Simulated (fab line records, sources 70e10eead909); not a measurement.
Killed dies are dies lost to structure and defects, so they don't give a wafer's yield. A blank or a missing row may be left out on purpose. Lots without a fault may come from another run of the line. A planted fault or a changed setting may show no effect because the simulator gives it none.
fab line records | flow nand_harc
record lots=6 wafers=17 last_day=33
route steps=1302 shown A_SGD_CUT@896 END@1302
lots that met no fault: from a run of the same line without faults
start_h: hours from the record's first day to the start of the lot's first wafer shown | wait_h: hours since the lot's step before | " the same as in the row above | L1.1+2: a row that stands for several wafers | - no value, or no start given | * or withheld: withheld | < > ~ a bound
route shown NAME@n: a module of which the file shows steps, and the number in the route of the first | usual: mean/standard deviation of fault-free wafers | same: alike in all rows | chamber/n: place in a boat | sites: the reading at each site | _std_site: their standard deviation | _edge_site: outer sites' mean less inner sites' | radius_mm: how far each site lies from the wafer's centre | mask NAME#n: copy n | behind: the tool/chamber that last shaped the wafer | hold: why the lot was held/for how many hours/how that ended | device: the transistor (n, p or np) that didn't switch | end of line: the same wafers' tests at the end of the route | a step without rows: its recipe alone | killed: dies lost to structure and defects at the first sort, not the wafer's yield | map: a wafer's dies, x killed, . not, _ none there
set.NAME: the setting as run; set.NAME@STEP: as run at that earlier step | model.NAME: the simulator's own value behind a step, which no gauge read
lots at some steps of the route; a table a step, a row a wafer
services: from which hour (start_h, from the record's first day; less than 0 if before it) a tool's chamber was out of use, for how many hours, and why
## steps
# step NHARC_A_SGD_CUT_SOFTBAKE_04
# recipe temp_c=105 time_s=55
# step NHARC_A_SGD_CUT_EBR_05
# step NHARC_A_SGD_CUT_EXPOSE_06
# recipe na=1.35 dose_mj=85.59 mask_id=SGD
# step NHARC_A_SGD_CUT_PEB_07
# recipe peb_temp_c=100 peb_time_s=65
# step NHARC_A_SGD_CUT_DEVELOP_08
# recipe develop_time_s=35 dev_temp_c=23
# step NHARC_A_SGD_CUT_CD_MEAS_09
# recipe target_cd_nm=100 landing_energy_ev=500
# usual cd_nm=99.8/0.77
# columns lot.wafer tool chamber start_h wait_h cd_nm
L384.4 cd_sem-02 0 474.36 - 100.8
L384.5 " 0 " " 100.8
L384.6 " 0 " " 100.2
L387.2 cd_sem-03 0 505.37 - 100.0
L387.3 " 0 " " 100.8
L387.5 " 0 " " 100.4
L393.1 cd_sem-03 0 576.82 - 99.4
L393.2 " 0 " " 99.4
L397.1 cd_sem-02 0 588.59 - 100.8
L397.3 " 0 " " 99.8
L397.6 " 0 " " 100.4
L400.1 cd_sem-03 0 635.12 - 99.1
L400.3 " 0 " " 99.5
L400.6 " 0 " " 98.8
L402.1 cd_sem-03 0 654.23 - 100.7
L402.4 " 0 " " 100.3
L402.6 " 0 " " 99.3
# step NHARC_A_SGD_CUT_OVL_MEAS_10
# usual overlay_x_nm=-0.2/0.84 overlay_y_nm=0.5/0.78
# columns lot.wafer tool chamber start_h wait_h overlay_x_nm overlay_y_nm
L384.4 overlay-01 - 474.44 - 0.0 1.8
L384.5 " - " " -0.5 1.3
L384.6 " - " " -0.2 1.9
L387.2 overlay-01 - 505.45 - -0.1 -1.2
L387.3 " - " " 0.1 -0.3
L387.5 " - " " 0.0 -1.0
L393.1 overlay-02 - 576.91 - 0.0 0.3
L393.2 " - " " 0.2 -0.5
L397.1 overlay-01 - 588.68 - 0.2 -0.4
L397.3 " - " " 0.6 -0.7
L397.6 " - " " 0.0 -0.6
L400.1 overlay-02 - 635.21 - 0.0 0.2
L400.3 " - " " 0.1 0.6
L400.6 " - " " 0.0 -0.4
L402.1 overlay-01 - 654.32 - -0.5 0.6
L402.4 " - " " 0.0 0.1
L402.6 " - " " -0.6 0.5
# step NHARC_A_SGD_CUT_INSPECT_11
# usual raw_defect_count=55/28
# columns lot.wafer tool chamber start_h wait_h raw_defect_count
L384.4 defect_inspect-02 - 474.47 0.0 24
L384.5 " - " " 20
L384.6 " - " " 19
L387.2 defect_inspect-01 - 505.49 0.0 63
L387.3 " - " " 55
L387.5 " - " " 56
L393.1 defect_inspect-02 - 576.94 0.0 51
L393.2 " - " " 53
L397.1 defect_inspect-01 - 588.71 0.0 68
L397.3 " - " " 88
L397.6 " - " " 91
L400.1 defect_inspect-02 - 635.24 0.0 23
L400.3 " - " " 24
L400.6 " - " " 21
L402.1 defect_inspect-02 - 654.36 0.0 61
L402.4 " - " " 57
L402.6 " - " " 38
# step NHARC_A_SGD_CUT_DESCUM_14
# recipe time_s=3 o2_flow_sccm=200 ar_flow_sccm=0 bias_power_w=0 chemistry=O2
# usual drypump_motor_current_A=5.7/0.42 oes_product_au=1.000/0.011 rf_vpp_V=57.9/0.8 showerhead_plenum_p_Torr=1.93/0.047 throttle_valve_pct=11.312/0.0086
# same time_s=3
# columns lot.wafer tool chamber start_h wait_h drypump_motor_current_A oes_product_au rf_hours_counter_h rf_vpp_V showerhead_plenum_p_Torr throttle_valve_pct
L384.5 rie_diel-11 0 474.57 0.1 5.2 0.998 - 58.2 1.85 11.298
L384.4 " 1 " " 6.3 1.003 - 58.8 1.91 11.327
L384.6 " 3 " " 5.5 0.988 - 58.3 1.96 11.320
L387.2 rie_diel-02 0 505.57 0.1 5.8 1.010 9 57.0 1.86 11.307
L387.3 " 1 " " 5.4 1.018 9 58.8 1.98 11.319
L387.5 " 3 " " 5.0 1.011 - 59.2 1.89 11.323
L393.1 rie_diel-11 3 577.01 0.1 5.5 1.003 5 56.3 1.96 11.309
L393.2 " 0 " " 5.2 1.011 6 56.6 1.85 11.317
L397.3 rie_diel-11 1 588.77 0.1 6.3 0.999 6 59.0 1.91 11.319
L397.1 " 0 " " 5.3 1.007 6 57.2 1.85 11.321
L397.6 " 2 " " 6.0 0.996 - 58.5 1.95 11.311
L400.3 rie_diel-02 1 635.30 0.1 5.4 1.009 4 58.4 1.98 11.300
L400.1 " 2 " " 5.9 0.998 4 56.8 1.94 11.320
L400.6 " 2 " " 5.9 1.000 - 59.6 1.94 11.304
L402.4 rie_diel-02 2 654.43 0.1 5.9 0.986 6 58.6 1.94 11.301
L402.1 " 3 " " 5.0 1.005 6 58.8 1.89 11.323
L402.6 " 1 " " 5.4 1.011 - 59.1 1.98 11.306
# step NHARC_A_SGD_CUT_ETCH_58
# recipe target_depth_a=390 over_etch_frac=0.3 time_s=65 ion_energy_ev=80 cf4_flow_sccm=150 ar_flow_sccm=0 rf_w=300 bias_w=100 chemistry=CF4
# usual drypump_motor_current_A=5.7/0.41 oes_product_au=1.001/0.011 rf_vpp_V=151.3/1 showerhead_plenum_p_Torr=1.78/0.041 throttle_valve_pct=13.284/0.0098
# same time_s=65
# columns lot.wafer tool chamber start_h wait_h drypump_motor_current_A oes_product_au rf_hours_counter_h rf_vpp_V showerhead_plenum_p_Torr throttle_valve_pct
L384.5 rie_diel-11 1 474.66 0.1 6.4 0.999 - 150.5 1.77 13.283
L384.4 " 3 " " 5.5 0.991 - 152.1 1.81 13.271
L384.6 " 0 " " 5.2 0.992 - 150.0 1.71 13.272
L387.2 rie_diel-02 2 505.64 0.1 5.9 0.997 8 151.8 1.79 13.296
L387.3 " 3 " " 4.9 1.021 10 150.9 1.75 13.285
L387.5 " 2 " " 5.9 1.003 - 152.2 1.80 13.275
L393.2 rie_diel-11 1 577.10 0.1 6.3 1.008 6 152.2 1.77 13.303
L393.1 " 2 " " 6.1 0.980 6 152.3 1.80 13.280
L397.1 rie_diel-11 0 588.87 0.1 5.2 1.006 6 149.9 1.71 13.266
L397.3 " 1 " " 6.3 1.002 6 150.9 1.77 13.279
L397.6 " 2 " " 6.0 0.981 - 151.4 1.80 13.307
L400.1 rie_diel-02 0 635.39 0.1 5.8 1.009 4 149.8 1.72 13.282
L400.3 " 2 " " 5.9 1.003 4 151.0 1.79 13.284
L400.6 " 0 " " 5.8 1.004 - 150.9 1.72 13.270
L402.1 rie_diel-02 0 654.50 0.1 5.8 1.001 5 150.3 1.72 13.284
L402.4 " 2 " " 5.9 0.993 6 151.2 1.79 13.285
L402.6 " 1 " " 5.5 1.000 - 152.4 1.82 13.282
# step NHARC_A_SGD_CUT_ETCH_59
# recipe target_depth_a=2600 over_etch_frac=0.25 time_s=406.25 ion_energy_ev=200 n2_flow_sccm=150 h2_flow_sccm=150 ar_flow_sccm=0 rf_w=400 bias_w=150 chemistry=N2/H2
# usual drypump_motor_current_A=5.7/0.42 n2_flow_sccm=150.0/0.39 oes_product_au=1.000/0.011 rf_vpp_V=430.9/1.6 showerhead_plenum_p_Torr=2.05/0.05 throttle_valve_pct=14.171/0.0097
# same time_s=406.25
# columns lot.wafer tool chamber start_h wait_h drypump_motor_current_A n2_flow_sccm oes_product_au rf_hours_counter_h rf_vpp_V showerhead_plenum_p_Torr throttle_valve_pct
L384.6 rie_diel-11 1 - - 6.3 149.8 1.005 - 429.5 2.04 14.167
L384.4 " 3 " " 5.5 150.0 1.000 - 430.0 2.09 14.171
L384.5 " 0 " " 5.3 150.1 1.013 - 428.4 1.97 14.148
L387.2 rie_diel-02 3 - - 5.0 149.8 1.007 10 429.6 2.01 14.188
L387.3 " 0 " " 5.8 150.0 0.997 9 429.5 1.98 14.176
L387.5 " 2 " " 5.9 150.0 0.977 - 432.8 2.07 14.173
L393.2 rie_diel-11 3 - - 5.5 150.0 0.991 5 430.6 2.09 14.172
L393.1 " 1 " " 6.3 150.5 1.002 6 431.5 2.04 14.163
L397.3 rie_diel-11 0 - - 5.2 149.4 1.001 6 429.5 1.97 14.173
L397.1 " 1 " " 6.4 151.0 1.001 6 431.9 2.04 14.182
L397.6 " 1 " " 6.4 150.0 0.999 - 430.5 2.04 14.168
L400.3 rie_diel-02 1 - - 5.4 149.5 1.015 4 432.0 2.11 14.170
L400.1 " 2 " " 5.9 150.0 0.995 4 431.8 2.07 14.174
L400.6 " 0 " " 5.8 150.6 1.014 - 428.5 1.97 14.169
L402.4 rie_diel-02 1 - - 5.4 150.5 1.006 5 430.0 2.11 14.154
L402.1 " 2 " " 5.9 150.0 0.994 6 431.7 2.07 14.180
L402.6 " 1 " " 5.4 150.3 1.021 - 431.6 2.11 14.169
# step NHARC_A_SGD_CUT_ETCH_15
# recipe target_depth_a=750 time_s=64.3 ch3f_flow_sccm=50 o2_flow_sccm=30 ar_flow_sccm=200 rf_w=500 bias_w=100 chemistry=CH3F/O2
# usual drypump_motor_current_A=5.7/0.42 oes_product_au=0.959/0.018 rf_vpp_V=264.1/1.2 showerhead_plenum_p_Torr=2.47/0.058 throttle_valve_pct=20.663/0.0083
# same time_s=64.3
# columns lot.wafer tool chamber start_h wait_h drypump_motor_current_A oes_product_au rf_hours_counter_h rf_vpp_V showerhead_plenum_p_Torr throttle_valve_pct
L384.4 rie_diel-11 0 - - 5.3 0.970 - 263.1 2.38 20.653
L384.6 " 1 " " 6.3 0.970 - 261.4 2.46 20.656
L384.5 " 3 " " 5.5 0.966 - 263.1 2.51 20.673
L387.2 rie_diel-02 1 - - 5.5 0.980 9 265.8 2.54 20.668
L387.3 " 3 " " 5.0 0.970 10 263.8 2.43 20.659
L387.5 " 0 " " 5.8 0.977 - 261.9 2.39 20.655
L393.1 rie_diel-11 1 - - 6.3 0.974 6 265.1 2.46 20.667
L393.2 " 0 " " 5.2 0.997 6 262.3 2.38 20.650
L397.1 rie_diel-11 0 - - 5.3 0.932 7 261.5 2.38 20.672
L397.3 " 1 " " 6.4 0.930 7 263.4 2.46 20.677
L397.6 " 2 " " 6.0 0.905 - 264.3 2.51 20.659
L400.1 rie_diel-02 1 - - 5.4 0.966 4 265.9 2.54 20.653
L400.3 " 0 " " 5.8 0.983 4 262.3 2.38 20.662
L400.6 " 2 " " 5.8 0.952 - 264.2 2.49 20.668
L402.4 rie_diel-02 2 - - 5.9 0.922 6 264.3 2.49 20.659
L402.1 " 0 " " 5.8 0.929 6 262.3 2.38 20.660
L402.6 " 1 " " 5.4 0.934 - 264.1 2.54 20.659
# step NHARC_A_SGD_CUT_ETCH_16
# recipe target_depth_a=3105 time_s=155.2 c4f8_flow_sccm=withheld o2_flow_sccm=8 ar_flow_sccm=withheld rf_w=600 bias_w=800 chemistry=C4F8/O2/Ar
# usual oes_product_au=0.971/0.015 rf_vpp_V=723.7/2.5
# same time_s=155.2
# columns lot.wafer tool chamber start_h wait_h oes_product_au rf_hours_counter_h rf_vpp_V
L384.6 rie_diel-11 0 475.26 - 0.981 - 720.9
L384.5 " 1 " " 0.981 - 722.3
L384.4 " 3 " " 0.973 - 723.6
L387.2 rie_diel-02 3 506.14 - 0.979 10 721.1
L387.3 " 1 " " 1.001 9 726.4
L387.5 " 3 " " 0.966 - 722.6
L393.2 rie_diel-11 0 577.58 - 1.061 6 719.1
L393.1 " 2 " " 1.035 6 725.3
L397.1 rie_diel-11 3 589.36 - 1.034 6 726.0
L397.3 " 1 " " 0.942 7 723.7
L397.6 " 2 " " 0.926 - 722.6
L400.1 rie_diel-02 3 635.89 - 0.979 4 720.9
L400.3 " 1 " " 0.990 4 725.8
L400.6 " 3 " " 0.996 - 722.4
L402.1 rie_diel-02 2 655.00 - 0.944 6 723.0
L402.4 " 0 " " 0.940 6 720.1
L402.6 " 2 " " 0.934 - 724.8
# step NHARC_A_SGD_CUT_STRIP_60
# recipe c4f8_flow_sccm=withheld o2_flow_sccm=8 ar_flow_sccm=withheld bias_w=0 chemistry=C4F8/O2/Ar
# step NHARC_END_SORT_01
# recipe temp_c=25
# usual killed_at_array=53/19 killed_at_other=0.7/1.1 killed_at_periphery=4.2/2.7 killed_dies=58/18 killed_open=3.1/1.9 killed_short=2.5/1.6
# same gross_dies=677
# columns lot.wafer tool chamber start_h wait_h killed_at_array killed_at_other killed_at_periphery killed_dies killed_open killed_short
L397.1 prober-02 0 708.29 2.5 669 0 8 677 2 1
L400.1 prober-02 0 771.20 2.5 25 0 8 33 5 3
L400.3 prober-02 0 772.79 3.1 25 0 4 29 2 0
L400.6 prober-02 0 775.18 4.0 31 1 7 39 1 1
# killed by level:class
L397.1 A_SGD_CUT:area_etch=622 A_CHANNEL_HOLE_D1:chamber_film_flake=25 A_CHANNEL_HOLE_D2:chamber_film_flake=15 P_GATE:chamber_film_flake=2 P_CONTACT:chamber_film_flake=2 P_M1:chamber_film_flake=2 A_STAIRCASE:chamber_film_flake=2 A_CONTACT:chamber_film_flake=2
L400.1 A_CHANNEL_HOLE_D1:chamber_film_flake=9 P_BONDPAD:chamber_film_flake=4 A_SLIT:chamber_film_flake=3 A_CONTACT:chamber_film_flake=3 A_WL_FILL:chamber_film_flake=2 P_CONTACT:geometric_particle:open=1 P_M1:geometric_particle:open=1 A_CHANNEL_FILL_D1:geometric_particle:open=1
L400.3 A_CHANNEL_HOLE_D1:chamber_film_flake=12 A_SLIT:chamber_film_flake=5 A_STAIRCASE:chamber_film_flake=2 A_CONTACT:chamber_film_flake=2 P_CONTACT:geometric_particle:open=1 A_CHANNEL_HOLE_D2:geometric_particle:open=1 P_ZERO_WELL:chamber_film_flake=1 P_GATE:chamber_film_flake=1
L400.6 A_CHANNEL_HOLE_D1:chamber_film_flake=12 A_CONTACT:chamber_film_flake=9 P_BONDPAD:chamber_film_flake=6 A_SLIT:chamber_film_flake=4 P_CONTACT:geometric_particle:open=1 A_SGD_CUT:geometric_particle:short=1 A_CHANNEL_FILL_D2:chamber_film_flake=1 A_DECK1_JOINT:chamber_film_flake=1
## services
# columns tool chamber start_h hours kind
rie_diel-02 0 451.92 - clean
rie_diel-02 1 451.92 - clean
rie_diel-02 2 451.92 - clean
rie_diel-02 3 451.92 - clean
rie_diel-02 0 461.74 5.5 repair
rie_diel-11 2 472.82 3.8 repair
rie_diel-02 0 476.42 - clean
rie_diel-02 1 476.42 - clean
rie_diel-02 2 476.42 - clean
rie_diel-02 3 476.42 - clean
rie_diel-11 3 495.00 10.1 repair
rie_diel-02 0 500.92 - clean
rie_diel-02 1 500.92 - clean
rie_diel-02 2 500.92 - clean
rie_diel-02 3 500.92 - clean
rie_diel-02 0 525.42 - clean
rie_diel-02 1 525.42 - clean
rie_diel-02 2 525.42 - clean
rie_diel-11 1 548.59 10.7 repair
rie_diel-11 3 552.14 9.7 repair
rie_diel-11 0 557.83 9.0 repair
rie_diel-02 - 570.75 9.0 pm
rie_diel-11 - 609.56 9.0 pm
rie_diel-02 3 612.13 7.0 repair
## key
first_sign step=NHARC_A_SGD_CUT_ETCH_16 reading=oes_product_au direction=up sigmas=4.8 usual=0.971 struck=1.043
effect step=NHARC_END_SORT_01 reading=killed_dies direction=up sigmas=34 usual=58 struck=677
more_kills_born_at NHARC_A_SGD_CUT_ETCH_16@rie_diel-11=622
met_at NHARC_A_SGD_CUT_ETCH_16
struck_wafers L393.1,L393.2,L397.1
later_rows_left_out L393.1,L393.2,L397.1
sort_left_out L393.1,L393.2
tester_left_out L393,L397
onset_between 475.26 577.58
fault kind=process_parameter_drift tool=rie_diel-11 chamber=- onset_h=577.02 steps=NHARC_A_SGD_CUT_ETCH_16 channel=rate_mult offset=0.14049 shape=step end_h=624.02 scope=struck_wafers_only
# tester_left_out: of these lots the tester's yield and bins aren't shown, on N5 and GAA mostly nor the transistor test; their killed dies are dies lost to structure and defects alone, not to doping, threshold or leakage, so they don't give the yield
# sort_left_out: the simulated sort isn't trusted on such a fault, so these wafers' sort isn't shown, and their yield isn't known
# later_rows_left_out: the simulator's readings of these wafers behind a module that went badly wrong aren't trusted and aren't shown, but for the sort
